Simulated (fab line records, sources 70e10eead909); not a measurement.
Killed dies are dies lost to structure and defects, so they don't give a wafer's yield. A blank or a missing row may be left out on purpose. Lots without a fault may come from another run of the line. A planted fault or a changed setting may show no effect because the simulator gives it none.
A struck lot beside a sound one | flow nand_harc | 14 steps out of a route of 1159
Sound: wafers L426.1, L426.2, L426.4. Struck: wafer L438.3. (L438.2, L438.6 of the same lot were not struck and are left out.) The cause comes at the end.
At each step with rows: each side's tool, then ch and its chambers, then its first start. Under that, the readings that differ: sound wafers | struck wafers | difference of the means | sigmas: that difference in standard deviations of wafers without a fault.
alike: readings whose means differ by less than 2 such deviations, and words and numbers that are the same on both sides. not compared: withheld readings, readings that some wafer has no value for, bounds like >300 that may hide the same value, and numbers for which the record gives no deviation and whose values overlap.
The two part at a step that has a row with sigmas, a row that says differs or no value, or rows on one side only. Numbers that don't overlap but have no deviation are shown without sigmas and don't part them. A reading that every wafer of one side lacks parts them only if that side has two wafers or more.

first, 6 steps without rows for these wafers: NHARC_A_SLIT_COAT_03 (resist thk 90 nm); NHARC_A_SLIT_SOFTBAKE_04 (time 55 s); NHARC_A_SLIT_EBR_05; NHARC_A_SLIT_EXPOSE_06 (exposes mask SLIT); NHARC_A_SLIT_PEB_07 (peb time 65 s); NHARC_A_SLIT_DEVELOP_08 (develop time 35 s).
NHARC_A_SLIT_CD_MEAS_09: target cd 300 nm.
  sound on cd_sem-02 ch 0, day 15 07:04; struck on cd_sem-01 ch 0, day 17 19:13
  alike: cd_nm
NHARC_A_SLIT_OVL_MEAS_10:
  sound on overlay-02, day 15 07:09; struck on overlay-01, day 17 19:17
  alike: overlay_x_nm, overlay_y_nm
NHARC_A_SLIT_INSPECT_11:
  sound on defect_inspect-01, day 15 07:11; struck on defect_inspect-02, day 17 19:20
  alike: raw_defect_count
NHARC_A_SLIT_DESCUM_14: chemistry O2, time 3 s.
  sound on rie_diel-03 ch 0,2,3, day 15 07:16; struck on rie_diel-07 ch 0, day 17 19:23
  reading                | sound | struck | difference | sigmas
  rf_hours_counter_h (h) | 9 9 9 | 11     | +2         |
  alike: drypump_motor_current_A, oes_product_au, rf_vpp_V, showerhead_plenum_p_Torr, throttle_valve_pct
NHARC_A_SLIT_ETCH_24: etches the open film in CF4/CHF3, target depth 121 nm, time 60.5 s.
  sound on rie_diel-03 ch 0,1,3, day 15 07:21; struck on rie_diel-07 ch 0, day 17 19:32
  reading                | sound | struck | difference | sigmas
  rf_hours_counter_h (h) | 9 9 9 | 11     | +2         |
  alike: drypump_motor_current_A, oes_product_au, rf_vpp_V, showerhead_plenum_p_Torr, throttle_valve_pct
NHARC_A_SLIT_ETCH_15: etches the open film in O2/COS, target depth 3200 nm, time 832 s.
  sound on rie_diel-03 ch 0,1,2; struck on rie_diel-07 ch 3
  reading                     | sound       | struck | difference | sigmas
  drypump_motor_current_A (A) | 6.2 5.9 6.0 | 5.0    | -1.0       | -3
  rf_hours_counter_h (h)      | 9 9 9       | 11     | +2         |
  alike: oes_product_au, rf_vpp_V, showerhead_plenum_p_Torr, throttle_valve_pct
NHARC_A_SLIT_ETCH_17: etches the open film in C4F8/O2/Ar, time 1687.5 s, target depth 10100 nm.
  sound on har_etch-01 ch 0,1, day 15 08:02; struck on har_etch-02 ch 1, day 17 21:08
  reading                 | sound             | struck | difference | sigmas
  model.A_SLIT.cd_nm (nm) | 289.8 289.8 289.8 | 288.1  | -1.7       |
  alike: drypump_motor_current_A, showerhead_plenum_p_Torr, throttle_valve_pct
  not compared: rf_hours_counter_h
NHARC_A_SLIT_ETCH_26: etches the open film in C4F8/O2/Ar, time 90 s, target depth 400 nm.
  sound on har_etch-01 ch 0,1, day 15 09:31; struck on har_etch-02 ch 1, day 17 22:38
  alike: bias_v, drypump_motor_current_A, showerhead_plenum_p_Torr, throttle_valve_pct
  not compared: rf_hours_counter_h

WHERE THEY PART
Only at NHARC_A_SLIT_ETCH_15, within this record. Later steps at which nothing parts them and some readings are alike: NHARC_A_SLIT_ETCH_17, NHARC_A_SLIT_ETCH_26.

WHY: what the simulator had put in
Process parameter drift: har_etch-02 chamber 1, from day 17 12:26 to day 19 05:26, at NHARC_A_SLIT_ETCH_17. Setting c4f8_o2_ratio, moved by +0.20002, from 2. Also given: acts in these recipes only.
